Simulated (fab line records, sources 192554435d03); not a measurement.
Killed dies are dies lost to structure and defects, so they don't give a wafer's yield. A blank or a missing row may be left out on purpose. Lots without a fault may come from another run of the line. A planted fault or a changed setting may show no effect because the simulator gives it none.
A struck lot beside a sound one | flow n5_finfet | 14 steps out of a route of 1938
Sound: wafers L940.3, L940.5, L940.6. Struck: wafers L951.1, L951.3, L951.4. The cause comes at the end.
At each step with rows: each side's tool, then ch and its chambers, then its first start. Under that, the readings that differ: sound wafers | struck wafers | difference of the means | sigmas: that difference in standard deviations of wafers without a fault.
alike: readings whose means differ by less than 2 such deviations, and words and numbers that are the same on both sides. not compared: withheld readings, readings that some wafer has no value for, bounds like >300 that may hide the same value, and numbers for which the record gives no deviation and whose values overlap.
The two part at a step that has a row with sigmas, a row that says differs or no value, or rows on one side only. Numbers that don't overlap but have no deviation are shown without sigmas and don't part them. A reading that every wafer of one side lacks parts them only if that side has two wafers or more.

N5_ZERO_LAYER_DESCUM_16: chemistry O2, time 7.9 s.
  sound on rie_diel-02 ch 1,3, day 1 19:12; struck on rie_diel-02 ch 0,1,3, day 4 12:41
  alike: drypump_motor_current_A, o2_flow_sccm, oes_product_au, rf_vpp_V, showerhead_plenum_p_Torr, throttle_valve_pct
  not compared: rf_hours_counter_h
N5_ZERO_LAYER_ETCH_17: etches SiO2 in CF4, target depth 12 nm, time 13.3 s.
  sound on rie_diel-02 ch 1,3, day 1 19:14; struck on rie_diel-02 ch 0,1,3, day 4 12:43
  alike: drypump_motor_current_A, mfc_ar_sccm, oes_product_au, rf_vpp_V, showerhead_plenum_p_Torr, throttle_valve_pct
  not compared: rf_hours_counter_h
N5_ZERO_LAYER_ETCH_18: etches Si in HBr/Cl2, target depth 120 nm, time 40 s.
  sound on rie_si-03 ch 0,1,2, day 1 19:19; struck on rie_si-01 ch 0,1,2, day 4 12:47
  alike: drypump_motor_current_A, oes_product_au, throttle_valve_pct
  not compared: rf_hours_counter_h
N5_ZERO_LAYER_STRIP_24: strips in O2.
  sound on plasma_asher-01 ch 0,1, day 1 19:26; struck on plasma_asher-01 ch 0,1, day 4 12:54
  alike: drypump_motor_current_A, heater_power_w, o2_flow_sccm, oes_product_au, strip_time_to_endpoint_s
  not compared: rf_hours_counter_h
then, 1 step without rows for these wafers: N5_ZERO_LAYER_STRIP_19 (strips in SPM, time 900 s).
N5_ZERO_LAYER_INSPECT_20: inspects for defects (darkfield).
  sound on defect_inspect-02, day 1 19:46; struck on defect_inspect-01, day 4 13:16
  alike: raw_defect_count
then, 6 steps without rows for these wafers: N5_WELL_APT_HMDS_01 (time 60 s); N5_WELL_APT_COAT_02 (resist thk 950 nm); N5_WELL_APT_EBR_04; N5_WELL_APT_SOFTBAKE_03 (time 60 s); N5_WELL_APT_EXPOSE_05 (exposes mask NWELL, defocus 0 nm, target cd 200 nm); N5_WELL_APT_PEB_06 (peb time 90 s).
N5_WELL_APT_DEVELOP_07: develop time 45 s.
  sound on litho_track-02 ch 0, day 1 19:58; struck on litho_track-03, day 4 13:28
  no value came back on the struck wafers for chill_plate_temp_C (C), develop_time_s (s); on the sound wafers chill_plate_temp_C (C) reads 23.02 23.06 22.95
  reading                                    | sound           | struck          | difference | sigmas
  model.coat_of_WELL_APT_COAT_02.thk_nm (nm) | 941.9 941.5 942 | 952.7 954 952.9 | +11.4      |
then, 1 step without rows for these wafers: N5_WELL_APT_HARDBAKE_12 (time 120 s).

WHERE THEY PART
Only at N5_WELL_APT_DEVELOP_07, within this record.

WHY: what the simulator had put in
Skipped step whole: litho_track-03, from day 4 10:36 on, at N5_WELL_APT_DEVELOP_07. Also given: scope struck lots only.
